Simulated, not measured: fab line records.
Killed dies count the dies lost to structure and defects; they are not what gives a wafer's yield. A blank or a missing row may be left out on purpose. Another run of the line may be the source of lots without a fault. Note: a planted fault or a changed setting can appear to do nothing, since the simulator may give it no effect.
fab line records || flow nand-harc
record {"lots": 14, "wafers": 42, "last-day": 33}
route steps=1302 shown P_ZERO_WELL@44 P_STI@83
lots that met no fault: taken from a fault-free run of the same line
start-h: start of the lot's first displayed wafer, in hours after the record's first day || wait-h: time in hours since the lot's previous step || " as in the row above || L1.1+2: one row covering several wafers at once || - either no value or no given start || * or withheld: withheld || < > ~ a bound
route shown NAME@n: NAME is a module with steps in the file, n the number in the route of the first one || usual: average and standard deviation across the fault-free wafers || same: alike in all rows || chamber/n: place in a boat || sites: the reading at each site || _std_site: how widely they spread, as a standard deviation || _edge_site: the outer-site mean with the inner-site mean subtracted || radius-mm: how far each site lies from the wafer's centre || mask NAME#n: copy n || behind: the most recent tool/chamber to have shaped the wafer || hold: what put the lot on hold/how long, in hours/how the hold closed || device: which transistor (n, p or np) failed to switch || end of line: the same wafers' tests at the end of the route || a step without rows: its recipe alone || killed: dies that structure and defects cost at the first sort, which is not the same as the wafer's yield || map: per-die view of a wafer (x killed, . not killed, _ where there is no die)
set.NAME: the setting the step ran with; set.NAME@STEP: the setting that earlier step ran with || model.NAME: the simulator's own value behind a step, which no gauge read
a sample of lots followed through the steps of the route, with each step as a table and each wafer as a row
services: when a tool's chamber went out of use (start-h, in hours from the record's first day, below 0 if earlier), for how many hours, and the reason
## steps
# step NHARC_P_ZERO_WELL_CD_MEAS_37
# recipe {"target-cd-nm": 720, "landing-energy-ev": 500}
# usual {"cd-nm": "720.3/1.5"}
{"lot.wafer": "L700.1", "tool": "cd-sem-02", "chamber": 0, "start-h": 64.10, "wait-h": "-", "cd-nm": 720.7}
{"lot.wafer": "L700.2", "tool": "cd-sem-02", "chamber": 0, "start-h": 64.10, "wait-h": "-", "cd-nm": 720.1}
{"lot.wafer": "L700.4", "tool": "cd-sem-02", "chamber": 0, "start-h": 64.10, "wait-h": "-", "cd-nm": 717.4}
{"lot.wafer": "L701.2", "tool": "cd-sem-02", "chamber": 0, "start-h": 74.08, "wait-h": "-", "cd-nm": 721.7}
{"lot.wafer": "L701.3", "tool": "cd-sem-02", "chamber": 0, "start-h": 74.08, "wait-h": "-", "cd-nm": 721.3}
{"lot.wafer": "L701.5", "tool": "cd-sem-02", "chamber": 0, "start-h": 74.08, "wait-h": "-", "cd-nm": 721.1}
{"lot.wafer": "L702.3", "tool": "cd-sem-02", "chamber": 0, "start-h": 84.09, "wait-h": "-", "cd-nm": 718.6}
{"lot.wafer": "L702.5", "tool": "cd-sem-02", "chamber": 0, "start-h": 84.09, "wait-h": "-", "cd-nm": 720.2}
{"lot.wafer": "L702.6", "tool": "cd-sem-02", "chamber": 0, "start-h": 84.09, "wait-h": "-", "cd-nm": 719.1}
{"lot.wafer": "L703.1", "tool": "cd-sem-01", "chamber": 0, "start-h": 93.97, "wait-h": "-", "cd-nm": 722.7}
{"lot.wafer": "L703.3", "tool": "cd-sem-01", "chamber": 0, "start-h": 93.97, "wait-h": "-", "cd-nm": 722.3}
{"lot.wafer": "L703.5", "tool": "cd-sem-01", "chamber": 0, "start-h": 93.97, "wait-h": "-", "cd-nm": 721.3}
{"lot.wafer": "L705.2", "tool": "cd-sem-01", "chamber": 0, "start-h": 114.34, "wait-h": "-", "cd-nm": 720.2}
{"lot.wafer": "L705.5", "tool": "cd-sem-01", "chamber": 0, "start-h": 114.34, "wait-h": "-", "cd-nm": 720.9}
{"lot.wafer": "L705.6", "tool": "cd-sem-01", "chamber": 0, "start-h": 114.34, "wait-h": "-", "cd-nm": 723.8}
{"lot.wafer": "L707.3", "tool": "cd-sem-02", "chamber": 0, "start-h": 134.12, "wait-h": "-", "cd-nm": 723.2}
{"lot.wafer": "L707.4", "tool": "cd-sem-02", "chamber": 0, "start-h": 134.12, "wait-h": "-", "cd-nm": 723.4}
{"lot.wafer": "L707.5", "tool": "cd-sem-02", "chamber": 0, "start-h": 134.12, "wait-h": "-", "cd-nm": 721.4}
{"lot.wafer": "L712.1", "tool": "cd-sem-01", "chamber": 0, "start-h": 186.45, "wait-h": "-", "cd-nm": 718.3}
{"lot.wafer": "L712.2", "tool": "cd-sem-01", "chamber": 0, "start-h": 186.45, "wait-h": "-", "cd-nm": 719.9}
{"lot.wafer": "L712.3", "tool": "cd-sem-01", "chamber": 0, "start-h": 186.45, "wait-h": "-", "cd-nm": 720.1}
{"lot.wafer": "L713.2", "tool": "cd-sem-02", "chamber": 0, "start-h": 194.05, "wait-h": "-", "cd-nm": 720.1}
{"lot.wafer": "L713.3", "tool": "cd-sem-02", "chamber": 0, "start-h": 194.05, "wait-h": "-", "cd-nm": 720.9}
{"lot.wafer": "L713.4", "tool": "cd-sem-02", "chamber": 0, "start-h": 194.05, "wait-h": "-", "cd-nm": 721.9}
{"lot.wafer": "L714.1", "tool": "cd-sem-03", "chamber": 0, "start-h": 204.00, "wait-h": "-", "cd-nm": 719.6}
{"lot.wafer": "L714.2", "tool": "cd-sem-03", "chamber": 0, "start-h": 204.00, "wait-h": "-", "cd-nm": 719.9}
{"lot.wafer": "L714.5", "tool": "cd-sem-03", "chamber": 0, "start-h": 204.00, "wait-h": "-", "cd-nm": 717.8}
{"lot.wafer": "L715.2", "tool": "cd-sem-03", "chamber": 0, "start-h": 214.87, "wait-h": "-", "cd-nm": 720.6}
{"lot.wafer": "L715.3", "tool": "cd-sem-03", "chamber": 0, "start-h": 214.87, "wait-h": "-", "cd-nm": 719.0}
{"lot.wafer": "L715.4", "tool": "cd-sem-03", "chamber": 0, "start-h": 214.87, "wait-h": "-", "cd-nm": 718.6}
{"lot.wafer": "L716.2", "tool": "cd-sem-03", "chamber": 0, "start-h": 224.36, "wait-h": "-", "cd-nm": 720.3}
{"lot.wafer": "L716.4", "tool": "cd-sem-03", "chamber": 0, "start-h": 224.36, "wait-h": "-", "cd-nm": 720.5}
{"lot.wafer": "L716.5", "tool": "cd-sem-03", "chamber": 0, "start-h": 224.36, "wait-h": "-", "cd-nm": 719.0}
{"lot.wafer": "L717.1", "tool": "cd-sem-02", "chamber": 0, "start-h": 233.99, "wait-h": "-", "cd-nm": 719.6}
{"lot.wafer": "L717.2", "tool": "cd-sem-02", "chamber": 0, "start-h": 233.99, "wait-h": "-", "cd-nm": 720.3}
{"lot.wafer": "L717.4", "tool": "cd-sem-02", "chamber": 0, "start-h": 233.99, "wait-h": "-", "cd-nm": 720.8}
{"lot.wafer": "L718.1", "tool": "cd-sem-01", "chamber": 0, "start-h": 244.21, "wait-h": "-", "cd-nm": 719.9}
{"lot.wafer": "L718.3", "tool": "cd-sem-01", "chamber": 0, "start-h": 244.21, "wait-h": "-", "cd-nm": 718.1}
{"lot.wafer": "L718.6", "tool": "cd-sem-01", "chamber": 0, "start-h": 244.21, "wait-h": "-", "cd-nm": 721.1}
{"lot.wafer": "L719.1", "tool": "cd-sem-02", "chamber": 0, "start-h": 254.11, "wait-h": "-", "cd-nm": 719.2}
{"lot.wafer": "L719.2", "tool": "cd-sem-02", "chamber": 0, "start-h": 254.11, "wait-h": "-", "cd-nm": 720.1}
{"lot.wafer": "L719.5", "tool": "cd-sem-02", "chamber": 0, "start-h": 254.11, "wait-h": "-", "cd-nm": 720.4}
# step NHARC_P_STI_CD_MEAS_09
# recipe {"target-cd-nm": 200, "landing-energy-ev": 500}
# usual {"cd-nm": "200.7/1.6"}
{"lot.wafer": "L700.1", "tool": "cd-sem-03", "chamber": 0, "start-h": 82.01, "wait-h": "-", "cd-nm": 203.0}
{"lot.wafer": "L700.2", "tool": "cd-sem-03", "chamber": 0, "start-h": 82.01, "wait-h": "-", "cd-nm": 201.3}
{"lot.wafer": "L700.4", "tool": "cd-sem-03", "chamber": 0, "start-h": 82.01, "wait-h": "-", "cd-nm": 202.4}
{"lot.wafer": "L701.2", "tool": "cd-sem-01", "chamber": 0, "start-h": 94.24, "wait-h": "-", "cd-nm": 200.4}
{"lot.wafer": "L701.3", "tool": "cd-sem-01", "chamber": 0, "start-h": 94.24, "wait-h": "-", "cd-nm": 201.9}
{"lot.wafer": "L701.5", "tool": "cd-sem-01", "chamber": 0, "start-h": 94.24, "wait-h": "-", "cd-nm": 200.0}
{"lot.wafer": "L702.3", "tool": "cd-sem-01", "chamber": 0, "start-h": 103.66, "wait-h": "-", "cd-nm": 198.8}
{"lot.wafer": "L702.5", "tool": "cd-sem-01", "chamber": 0, "start-h": 103.66, "wait-h": "-", "cd-nm": 201.8}
{"lot.wafer": "L702.6", "tool": "cd-sem-01", "chamber": 0, "start-h": 103.66, "wait-h": "-", "cd-nm": 201.2}
{"lot.wafer": "L703.1", "tool": "cd-sem-02", "chamber": 0, "start-h": 112.59, "wait-h": "-", "cd-nm": 202.3}
{"lot.wafer": "L703.3", "tool": "cd-sem-02", "chamber": 0, "start-h": 112.59, "wait-h": "-", "cd-nm": 203.0}
{"lot.wafer": "L703.5", "tool": "cd-sem-02", "chamber": 0, "start-h": 112.59, "wait-h": "-", "cd-nm": 201.7}
{"lot.wafer": "L705.2", "tool": "cd-sem-03", "chamber": 0, "start-h": 135.69, "wait-h": "-", "cd-nm": 197.7}
{"lot.wafer": "L705.5", "tool": "cd-sem-03", "chamber": 0, "start-h": 135.69, "wait-h": "-", "cd-nm": 198.5}
{"lot.wafer": "L705.6", "tool": "cd-sem-03", "chamber": 0, "start-h": 135.69, "wait-h": "-", "cd-nm": 199.2}
{"lot.wafer": "L707.3", "tool": "cd-sem-01", "chamber": 0, "start-h": 154.66, "wait-h": "-", "cd-nm": 201.1}
{"lot.wafer": "L707.4", "tool": "cd-sem-01", "chamber": 0, "start-h": 154.66, "wait-h": "-", "cd-nm": 203.0}
{"lot.wafer": "L707.5", "tool": "cd-sem-01", "chamber": 0, "start-h": 154.66, "wait-h": "-", "cd-nm": 199.1}
{"lot.wafer": "L712.1", "tool": "cd-sem-01", "chamber": 0, "start-h": 205.02, "wait-h": "-", "cd-nm": 200.1}
{"lot.wafer": "L712.2", "tool": "cd-sem-01", "chamber": 0, "start-h": 205.02, "wait-h": "-", "cd-nm": 200.2}
{"lot.wafer": "L712.3", "tool": "cd-sem-01", "chamber": 0, "start-h": 205.02, "wait-h": "-", "cd-nm": 201.1}
{"lot.wafer": "L713.2", "tool": "cd-sem-01", "chamber": 0, "start-h": 212.13, "wait-h": "-", "cd-nm": 201.8}
{"lot.wafer": "L713.3", "tool": "cd-sem-01", "chamber": 0, "start-h": 212.13, "wait-h": "-", "cd-nm": 199.7}
{"lot.wafer": "L713.4", "tool": "cd-sem-01", "chamber": 0, "start-h": 212.13, "wait-h": "-", "cd-nm": 202.5}
{"lot.wafer": "L714.1", "tool": "cd-sem-03", "chamber": 0, "start-h": 222.38, "wait-h": "-", "cd-nm": 202.0}
{"lot.wafer": "L714.2", "tool": "cd-sem-03", "chamber": 0, "start-h": 222.38, "wait-h": "-", "cd-nm": 199.4}
{"lot.wafer": "L714.5", "tool": "cd-sem-03", "chamber": 0, "start-h": 222.38, "wait-h": "-", "cd-nm": 199.7}
{"lot.wafer": "L715.2", "tool": "cd-sem-02", "chamber": 0, "start-h": 235.94, "wait-h": "-", "cd-nm": 200.4}
{"lot.wafer": "L715.3", "tool": "cd-sem-02", "chamber": 0, "start-h": 235.94, "wait-h": "-", "cd-nm": 199.9}
{"lot.wafer": "L715.4", "tool": "cd-sem-02", "chamber": 0, "start-h": 235.94, "wait-h": "-", "cd-nm": 200.7}
{"lot.wafer": "L716.2", "tool": "cd-sem-03", "chamber": 0, "start-h": 245.05, "wait-h": "-", "cd-nm": 200.2}
{"lot.wafer": "L716.4", "tool": "cd-sem-03", "chamber": 0, "start-h": 245.05, "wait-h": "-", "cd-nm": 200.2}
{"lot.wafer": "L716.5", "tool": "cd-sem-03", "chamber": 0, "start-h": 245.05, "wait-h": "-", "cd-nm": 200.6}
{"lot.wafer": "L717.1", "tool": "cd-sem-02", "chamber": 0, "start-h": 255.29, "wait-h": "-", "cd-nm": 199.7}
{"lot.wafer": "L717.2", "tool": "cd-sem-02", "chamber": 0, "start-h": 255.29, "wait-h": "-", "cd-nm": 201.6}
{"lot.wafer": "L717.4", "tool": "cd-sem-02", "chamber": 0, "start-h": 255.29, "wait-h": "-", "cd-nm": 200.9}
{"lot.wafer": "L718.1", "tool": "cd-sem-03", "chamber": 0, "start-h": 266.11, "wait-h": "-", "cd-nm": 200.3}
{"lot.wafer": "L718.3", "tool": "cd-sem-03", "chamber": 0, "start-h": 266.11, "wait-h": "-", "cd-nm": 204.2}
{"lot.wafer": "L718.6", "tool": "cd-sem-03", "chamber": 0, "start-h": 266.11, "wait-h": "-", "cd-nm": 203.5}
{"lot.wafer": "L719.1", "tool": "cd-sem-03", "chamber": 0, "start-h": 275.12, "wait-h": "-", "cd-nm": 199.4}
{"lot.wafer": "L719.2", "tool": "cd-sem-03", "chamber": 0, "start-h": 275.12, "wait-h": "-", "cd-nm": 200.2}
{"lot.wafer": "L719.5", "tool": "cd-sem-03", "chamber": 0, "start-h": 275.12, "wait-h": "-", "cd-nm": 202.5}
# step NHARC_P_STI_OXIDE_33
# recipe {"target-thk-a": 100, "temp-c": 1000, "ox-time-s": 281, "material": "SiO2"}
# usual {"ox-temp-c": "1000.0/0.36", "ox-time-s": "281/0"}
{"lot.wafer": "L700.1", "tool": "furnace-05", "chamber": 0, "start-h": 86.44, "wait-h": 3.1, "ox-temp-c": 1000.2, "ox-time-s": 281}
{"lot.wafer": "L700.2", "tool": "furnace-05", "chamber": 0, "start-h": 86.44, "wait-h": 3.1, "ox-temp-c": 999.6, "ox-time-s": 281}
{"lot.wafer": "L700.4", "tool": "furnace-05", "chamber": 0, "start-h": 86.44, "wait-h": 3.1, "ox-temp-c": 999.6, "ox-time-s": 281}
{"lot.wafer": "L701.2", "tool": "furnace-02", "chamber": 0, "start-h": 98.72, "wait-h": 3.2, "ox-temp-c": 1000.3, "ox-time-s": 281}
{"lot.wafer": "L701.3", "tool": "furnace-02", "chamber": 0, "start-h": 98.72, "wait-h": 3.2, "ox-temp-c": 1000.3, "ox-time-s": 281}
{"lot.wafer": "L701.5", "tool": "furnace-02", "chamber": 0, "start-h": 98.72, "wait-h": 3.2, "ox-temp-c": 1000.5, "ox-time-s": 281}
{"lot.wafer": "L702.3", "tool": "furnace-02", "chamber": "-", "start-h": 109.12, "wait-h": 4.2, "ox-temp-c": "-", "ox-time-s": "-"}
{"lot.wafer": "L702.5", "tool": "furnace-02", "chamber": "-", "start-h": 109.12, "wait-h": 4.2, "ox-temp-c": "-", "ox-time-s": "-"}
{"lot.wafer": "L702.6", "tool": "furnace-02", "chamber": "-", "start-h": 109.12, "wait-h": 4.2, "ox-temp-c": "-", "ox-time-s": "-"}
{"lot.wafer": "L703.1", "tool": "furnace-02", "chamber": "-", "start-h": 117.14, "wait-h": 3.2, "ox-temp-c": "-", "ox-time-s": "-"}
{"lot.wafer": "L703.3", "tool": "furnace-02", "chamber": "-", "start-h": 117.14, "wait-h": 3.2, "ox-temp-c": "-", "ox-time-s": "-"}
{"lot.wafer": "L703.5", "tool": "furnace-02", "chamber": "-", "start-h": 117.14, "wait-h": 3.2, "ox-temp-c": "-", "ox-time-s": "-"}
{"lot.wafer": "L705.2", "tool": "furnace-06", "chamber": 0, "start-h": 142.22, "wait-h": 5.2, "ox-temp-c": 1000.5, "ox-time-s": 281}
{"lot.wafer": "L705.5", "tool": "furnace-06", "chamber": 0, "start-h": 142.22, "wait-h": 5.2, "ox-temp-c": 1000.2, "ox-time-s": 281}
{"lot.wafer": "L705.6", "tool": "furnace-06", "chamber": 0, "start-h": 142.22, "wait-h": 5.2, "ox-temp-c": 999.9, "ox-time-s": 281}
{"lot.wafer": "L707.3", "tool": "furnace-05", "chamber": 0, "start-h": 159.03, "wait-h": 3.0, "ox-temp-c": 1000.4, "ox-time-s": 281}
{"lot.wafer": "L707.4", "tool": "furnace-05", "chamber": 0, "start-h": 159.03, "wait-h": 3.0, "ox-temp-c": 1000.1, "ox-time-s": 281}
{"lot.wafer": "L707.5", "tool": "furnace-05", "chamber": 0, "start-h": 159.03, "wait-h": 3.0, "ox-temp-c": 1000.2, "ox-time-s": 281}
{"lot.wafer": "L712.1", "tool": "furnace-05", "chamber": 0, "start-h": 210.51, "wait-h": 4.1, "ox-temp-c": 999.8, "ox-time-s": 281}
{"lot.wafer": "L712.2", "tool": "furnace-05", "chamber": 0, "start-h": 210.51, "wait-h": 4.1, "ox-temp-c": 1000.4, "ox-time-s": 281}
{"lot.wafer": "L712.3", "tool": "furnace-05", "chamber": 0, "start-h": 210.51, "wait-h": 4.1, "ox-temp-c": 1000.5, "ox-time-s": 281}
{"lot.wafer": "L713.2", "tool": "furnace-06", "chamber": 0, "start-h": 217.89, "wait-h": 4.4, "ox-temp-c": 999.9, "ox-time-s": 281}
{"lot.wafer": "L713.3", "tool": "furnace-06", "chamber": 0, "start-h": 217.89, "wait-h": 4.4, "ox-temp-c": 999.5, "ox-time-s": 281}
{"lot.wafer": "L713.4", "tool": "furnace-06", "chamber": 0, "start-h": 217.89, "wait-h": 4.4, "ox-temp-c": 999.7, "ox-time-s": 281}
{"lot.wafer": "L714.1", "tool": "furnace-02", "chamber": 0, "start-h": 229.08, "wait-h": 5.4, "ox-temp-c": 999.9, "ox-time-s": 281}
{"lot.wafer": "L714.2", "tool": "furnace-02", "chamber": 0, "start-h": 229.08, "wait-h": 5.4, "ox-temp-c": 1000.0, "ox-time-s": 281}
{"lot.wafer": "L714.5", "tool": "furnace-02", "chamber": 0, "start-h": 229.08, "wait-h": 5.4, "ox-temp-c": 1000.0, "ox-time-s": 281}
{"lot.wafer": "L715.2", "tool": "furnace-06", "chamber": 0, "start-h": 242.56, "wait-h": 5.3, "ox-temp-c": 1000.4, "ox-time-s": 281}
{"lot.wafer": "L715.3", "tool": "furnace-06", "chamber": 0, "start-h": 242.56, "wait-h": 5.3, "ox-temp-c": 1000.1, "ox-time-s": 281}
{"lot.wafer": "L715.4", "tool": "furnace-06", "chamber": 0, "start-h": 242.56, "wait-h": 5.3, "ox-temp-c": 1000.0, "ox-time-s": 281}
{"lot.wafer": "L716.2", "tool": "furnace-06", "chamber": 0, "start-h": 250.48, "wait-h": 4.1, "ox-temp-c": 1000.0, "ox-time-s": 281}
{"lot.wafer": "L716.4", "tool": "furnace-06", "chamber": 0, "start-h": 250.48, "wait-h": 4.1, "ox-temp-c": 1000.5, "ox-time-s": 281}
{"lot.wafer": "L716.5", "tool": "furnace-06", "chamber": 0, "start-h": 250.48, "wait-h": 4.1, "ox-temp-c": 1000.2, "ox-time-s": 281}
{"lot.wafer": "L717.1", "tool": "furnace-06", "chamber": 0, "start-h": 261.37, "wait-h": 4.8, "ox-temp-c": 999.4, "ox-time-s": 281}
{"lot.wafer": "L717.2", "tool": "furnace-06", "chamber": 0, "start-h": 261.37, "wait-h": 4.8, "ox-temp-c": 1000.2, "ox-time-s": 281}
{"lot.wafer": "L717.4", "tool": "furnace-06", "chamber": 0, "start-h": 261.37, "wait-h": 4.8, "ox-temp-c": 999.8, "ox-time-s": 281}
{"lot.wafer": "L718.1", "tool": "furnace-05", "chamber": 0, "start-h": 271.23, "wait-h": 3.8, "ox-temp-c": 1000.3, "ox-time-s": 281}
{"lot.wafer": "L718.3", "tool": "furnace-05", "chamber": 0, "start-h": 271.23, "wait-h": 3.8, "ox-temp-c": 1000.4, "ox-time-s": 281}
{"lot.wafer": "L718.6", "tool": "furnace-05", "chamber": 0, "start-h": 271.23, "wait-h": 3.8, "ox-temp-c": 1000.2, "ox-time-s": 281}
{"lot.wafer": "L719.1", "tool": "furnace-06", "chamber": 0, "start-h": 282.65, "wait-h": 6.1, "ox-temp-c": 1000.0, "ox-time-s": 281}
{"lot.wafer": "L719.2", "tool": "furnace-06", "chamber": 0, "start-h": 282.65, "wait-h": 6.1, "ox-temp-c": 999.9, "ox-time-s": 281}
{"lot.wafer": "L719.5", "tool": "furnace-06", "chamber": 0, "start-h": 282.65, "wait-h": 6.1, "ox-temp-c": 999.7, "ox-time-s": 281}
# step NHARC_P_STI_INSPECT_25
# usual {"raw-defect-count": "234/78"}
{"lot.wafer": "L700.1", "tool": "defect-inspect-02", "chamber": "-", "start-h": 109.09, "wait-h": 0.4, "raw-defect-count": 188}
{"lot.wafer": "L700.2", "tool": "defect-inspect-02", "chamber": "-", "start-h": 109.09, "wait-h": 0.4, "raw-defect-count": 192}
{"lot.wafer": "L700.4", "tool": "defect-inspect-02", "chamber": "-", "start-h": 109.09, "wait-h": 0.4, "raw-defect-count": 117}
{"lot.wafer": "L701.2", "tool": "defect-inspect-01", "chamber": "-", "start-h": 120.23, "wait-h": 0.4, "raw-defect-count": 214}
{"lot.wafer": "L701.3", "tool": "defect-inspect-01", "chamber": "-", "start-h": 120.23, "wait-h": 0.4, "raw-defect-count": 338}
{"lot.wafer": "L701.5", "tool": "defect-inspect-01", "chamber": "-", "start-h": 120.23, "wait-h": 0.4, "raw-defect-count": 249}
{"lot.wafer": "L702.3", "tool": "defect-inspect-01", "chamber": "-", "start-h": 135.92, "wait-h": 0.4, "raw-defect-count": 372}
{"lot.wafer": "L702.5", "tool": "defect-inspect-01", "chamber": "-", "start-h": 135.92, "wait-h": 0.4, "raw-defect-count": 241}
{"lot.wafer": "L702.6", "tool": "defect-inspect-01", "chamber": "-", "start-h": 135.92, "wait-h": 0.4, "raw-defect-count": 194}
{"lot.wafer": "L703.1", "tool": "defect-inspect-01", "chamber": "-", "start-h": 143.89, "wait-h": 0.4, "raw-defect-count": 228}
{"lot.wafer": "L703.3", "tool": "defect-inspect-01", "chamber": "-", "start-h": 143.89, "wait-h": 0.4, "raw-defect-count": 199}
{"lot.wafer": "L703.5", "tool": "defect-inspect-01", "chamber": "-", "start-h": 143.89, "wait-h": 0.4, "raw-defect-count": 239}
{"lot.wafer": "L705.2", "tool": "defect-inspect-02", "chamber": "-", "start-h": 163.93, "wait-h": 0.4, "raw-defect-count": 251}
{"lot.wafer": "L705.5", "tool": "defect-inspect-02", "chamber": "-", "start-h": 163.93, "wait-h": 0.4, "raw-defect-count": 316}
{"lot.wafer": "L705.6", "tool": "defect-inspect-02", "chamber": "-", "start-h": 163.93, "wait-h": 0.4, "raw-defect-count": 196}
{"lot.wafer": "L707.3", "tool": "defect-inspect-02", "chamber": "-", "start-h": 179.79, "wait-h": 0.4, "raw-defect-count": 193}
{"lot.wafer": "L707.4", "tool": "defect-inspect-02", "chamber": "-", "start-h": 179.79, "wait-h": 0.4, "raw-defect-count": 198}
{"lot.wafer": "L707.5", "tool": "defect-inspect-02", "chamber": "-", "start-h": 179.79, "wait-h": 0.4, "raw-defect-count": 138}
{"lot.wafer": "L712.1", "tool": "defect-inspect-02", "chamber": "-", "start-h": 234.11, "wait-h": 0.4, "raw-defect-count": 217}
{"lot.wafer": "L712.2", "tool": "defect-inspect-02", "chamber": "-", "start-h": 234.11, "wait-h": 0.4, "raw-defect-count": 242}
{"lot.wafer": "L712.3", "tool": "defect-inspect-02", "chamber": "-", "start-h": 234.11, "wait-h": 0.4, "raw-defect-count": 204}
{"lot.wafer": "L713.2", "tool": "defect-inspect-02", "chamber": "-", "start-h": 241.45, "wait-h": 0.4, "raw-defect-count": 261}
{"lot.wafer": "L713.3", "tool": "defect-inspect-02", "chamber": "-", "start-h": 241.45, "wait-h": 0.4, "raw-defect-count": 318}
{"lot.wafer": "L713.4", "tool": "defect-inspect-02", "chamber": "-", "start-h": 241.45, "wait-h": 0.4, "raw-defect-count": 313}
{"lot.wafer": "L714.1", "tool": "defect-inspect-02", "chamber": "-", "start-h": 250.90, "wait-h": 0.4, "raw-defect-count": 182}
{"lot.wafer": "L714.2", "tool": "defect-inspect-02", "chamber": "-", "start-h": 250.90, "wait-h": 0.4, "raw-defect-count": 438}
{"lot.wafer": "L714.5", "tool": "defect-inspect-02", "chamber": "-", "start-h": 250.90, "wait-h": 0.4, "raw-defect-count": 176}
{"lot.wafer": "L715.2", "tool": "defect-inspect-01", "chamber": "-", "start-h": 264.22, "wait-h": 0.4, "raw-defect-count": 160}
{"lot.wafer": "L715.3", "tool": "defect-inspect-01", "chamber": "-", "start-h": 264.22, "wait-h": 0.4, "raw-defect-count": 163}
{"lot.wafer": "L715.4", "tool": "defect-inspect-01", "chamber": "-", "start-h": 264.22, "wait-h": 0.4, "raw-defect-count": 195}
{"lot.wafer": "L716.2", "tool": "defect-inspect-01", "chamber": "-", "start-h": 271.59, "wait-h": 0.4, "raw-defect-count": 188}
{"lot.wafer": "L716.4", "tool": "defect-inspect-01", "chamber": "-", "start-h": 271.59, "wait-h": 0.4, "raw-defect-count": 248}
{"lot.wafer": "L716.5", "tool": "defect-inspect-01", "chamber": "-", "start-h": 271.59, "wait-h": 0.4, "raw-defect-count": 272}
{"lot.wafer": "L717.1", "tool": "defect-inspect-02", "chamber": "-", "start-h": 283.01, "wait-h": 0.4, "raw-defect-count": 244}
{"lot.wafer": "L717.2", "tool": "defect-inspect-02", "chamber": "-", "start-h": 283.01, "wait-h": 0.4, "raw-defect-count": 161}
{"lot.wafer": "L717.4", "tool": "defect-inspect-02", "chamber": "-", "start-h": 283.01, "wait-h": 0.4, "raw-defect-count": 175}
{"lot.wafer": "L718.1", "tool": "defect-inspect-01", "chamber": "-", "start-h": 294.72, "wait-h": 0.4, "raw-defect-count": 149}
{"lot.wafer": "L718.3", "tool": "defect-inspect-01", "chamber": "-", "start-h": 294.72, "wait-h": 0.4, "raw-defect-count": 150}
{"lot.wafer": "L718.6", "tool": "defect-inspect-01", "chamber": "-", "start-h": 294.72, "wait-h": 0.4, "raw-defect-count": 154}
{"lot.wafer": "L719.1", "tool": "defect-inspect-01", "chamber": "-", "start-h": 307.42, "wait-h": 0.4, "raw-defect-count": 214}
{"lot.wafer": "L719.2", "tool": "defect-inspect-01", "chamber": "-", "start-h": 307.42, "wait-h": 0.4, "raw-defect-count": 272}
{"lot.wafer": "L719.5", "tool": "defect-inspect-01", "chamber": "-", "start-h": 307.42, "wait-h": 0.4, "raw-defect-count": 416}
## services
{"tool": "furnace-05", "chamber": "-", "start-h": 117.41, "hours": 26.0, "kind": "pm"}
## key
first-sign {"step": "NHARC_P_STI_OXIDE_33", "reading": "tool-record", "direction": "missing"}
effect none on later readings
met-at NHARC_P_STI_OXIDE_33
struck-lots L702,L703
later-rows-left-out L702.3,L702.5,L702.6,L703.1,L703.3,L703.5
sort-left-out L702.3,L702.5,L702.6,L703.1,L703.3,L703.5
tester-left-out L702,L703
not-acting-at NHARC_P_ZERO_WELL_CD_MEAS_37,NHARC_P_STI_CD_MEAS_09,NHARC_P_STI_INSPECT_25
onset-between 98.72 109.12
fault {"kind": "skipped-step-whole", "tool": "furnace-02", "chamber": "-", "onset-h": 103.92, "steps": "NHARC_P_STI_OXIDE_33", "scope": "struck-lots-only"}
# tester-left-out: of these lots the tester's yield and bins aren't shown, on N5 and GAA mostly nor the transistor test; their killed dies are dies lost to structure and defects alone, not to doping, threshold or leakage, so they don't give the yield
# sort-left-out: the simulated sort isn't trusted on such a fault, so these wafers' sort isn't shown, and their yield isn't known
# later-rows-left-out: the simulator's readings of these wafers behind a module that went badly wrong aren't trusted and aren't shown, but for the sort
